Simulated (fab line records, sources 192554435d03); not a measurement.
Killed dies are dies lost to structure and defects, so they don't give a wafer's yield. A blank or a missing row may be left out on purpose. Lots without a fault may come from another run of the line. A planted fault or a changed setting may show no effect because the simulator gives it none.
Problem report in the 8D (eight disciplines) form, filled by code | flow n5_finfet | the parts of the form that need people (team, actions taken, sign-off) are left out

1. THE PROBLEM
CJ_N at N5_BEOL_M4_RC_MEAS_101 reads a mean of 5.54 on 6 wafers of 2 lots; wafers without a fault read 4.36 with a standard deviation of 0.086. That is +14 standard deviations from the usual mean.
First seen on wafer L106.4, day 11 21:41, on prober-01. The record holds 30 wafers of 10 lots with a number at this step. Rule for "out", or "out of limits": more than 4 standard deviations from the usual mean. The other wafers with a number count as sound.

2. WHAT IT IS AND WHAT IT IS NOT
question                    | is                          | is not
which readings at this step | CJ_N, IOFF_N_LONG, RS_PWELL | DIBL_N, DIBL_P, IOFF_N, IOFF_P, ION_P, VT_N, VT_P
which lots                  | L106, L108                  | L100, L112, L115, L116, L117, L996, L998, L999
which wafers of those lots  | all that have a number      | -
read on which gauges        | prober-01, prober-02        | -
when                        | from day 11 21:41           | up to then (12 sound wafers); but 12 sound wafers of L112, L115, L116, L117 came after

3. SUSPECTS, AND WHAT RULES EACH OUT
Counting: a tool at a process step up to the reading stays a suspect if it ran every lot that is out and no sound lot after the first of them.
- the gauge at N5_BEOL_M4_RC_MEAS_101: ruled out. The wafers that are out were read on 2 gauges (prober-01, prober-02).
- implanter-01 at N5_WELL_APT_IMPLANT_32: kept. It ran every lot that is out, first L106 (day 4 15:29), and no sound lot after that; its last sound lot up to then is L999 (day 2 22:11). Its own readings are out on those wafers: beam_energy_keV.
Left after counting: implanter-01 at N5_WELL_APT_IMPLANT_32.

4. THE CAUSE (what the simulator had put in)
Process parameter drift: implanter-01, from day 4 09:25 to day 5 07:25, at N5_WELL_APT_IMPLANT_32. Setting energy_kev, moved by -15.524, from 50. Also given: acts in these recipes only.
Counting left only this tool.

5. THE CHAIN OF EFFECTS, in route order
Each row: a reading whose mean over the struck wafers that have a number lies more than 3 standard deviations from the usual. Only readings for which the record gives a usual standard deviation are gone through. hours: the time from each lot's start at the first step in this table that gives one to its start at this step, as a median over the lots. sigmas: the change in usual standard deviations.
hours | step                   | reading         | usual          | on struck wafers | change    | sigmas
0     | N5_WELL_APT_IMPLANT_32 | beam_energy_keV | 49.999         | 34.484           | -15.515   | -99 or more
174   | N5_BEOL_M4_RC_MEAS_101 | CJ_N            | 4.36           | 5.54             | +1.17     | +14
174   | N5_BEOL_M4_RC_MEAS_101 | IOFF_N_LONG     | 5.54e-05 nA/um | 6.75e-05         | +1.21e-05 | +5.1
174   | N5_BEOL_M4_RC_MEAS_101 | RS_PWELL        | 3012 ohm/sq    | 3149             | +137      | +6.2
The process steps in it:
- N5_WELL_APT_IMPLANT_32

6. WHAT WOULD HAVE CAUGHT IT SOONER
In this record the first reading out of limits at a measuring or inspecting step was taken at day 11 21:41, 180 hours after the fault began at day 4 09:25.
The tool's own readings at N5_WELL_APT_IMPLANT_32 were out on every struck wafer that the step has a row for (beam_energy_keV): an alarm limit on them would have fired on the first of those.
All the lots that are out (2) had begun N5_WELL_APT_IMPLANT_32 on implanter-01 by day 11 21:41. A hold on the tool at that time would have spared none of them.
